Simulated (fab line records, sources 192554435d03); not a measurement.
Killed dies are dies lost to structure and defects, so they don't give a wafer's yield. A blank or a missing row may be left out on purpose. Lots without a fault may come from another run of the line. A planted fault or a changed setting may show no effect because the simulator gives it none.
Chamber matching | flow n5_finfet | N5_MOL_CONTACT_COAG_DESCUM_13 on rie_diel-01: 4 sister chambers
The step chemistry O2, time 7 s. 4 wafers are shown with their chamber, then 10 later ones without.

WAFERS WITH THEIR CHAMBER
wafer  | chamber | throttle_valve_pct (%)
L090.2 | 3       | 20.20
L090.5 | 2       | 20.22
L092.1 | 0       | 20.20
L092.2 | 1       | 21.07

WAFERS WITHOUT THEIR CHAMBER
wafer  | throttle_valve_pct (%)
L092.5 | 20.20
L094.2 | 20.21
L094.3 | 20.20
L094.6 | 20.21
L095.1 | 20.22
L095.2 | 20.20
L095.3 | 21.09
L096.1 | 20.21
L096.4 | 20.20
L096.5 | 20.21

WHICH CHAMBER EACH WENT THROUGH
wafer  | from the rows above          | in truth
L092.5 | can't be placed: 0 or 3      | 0
L094.2 | can't be placed: 2 or 0 or 3 | 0
L094.3 | can't be placed: 0 or 3      | 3
L094.6 | can't be placed: 2 or 0 or 3 | 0
L095.1 | 2                            | 2
L095.2 | can't be placed: 0 or 3      | 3
L095.3 | 1                            | 1
L096.1 | can't be placed: 2 or 0 or 3 | 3
L096.4 | can't be placed: 0 or 3      | 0
L096.5 | can't be placed: 2 or 0 or 3 | 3
Placed correctly: 2 of 10. Can't be placed from these rows: 8 (the true chamber is among the candidates in 8). Placed wrongly: 0.
How it was worked out, from the rows above alone: a wafer's distance from a chamber is the root of the sum, over the readings, of the square of ((its reading less the chamber's mean) divided by the reading's scatter). The wafer belongs to the nearest chamber; if the next one is less than 2 further off, it can't be placed. A chamber's mean is the mean of its shown wafers. The scatter: with one shown wafer a chamber, the root of the mean of the squares of how far each hidden wafer lies from its nearest shown one.
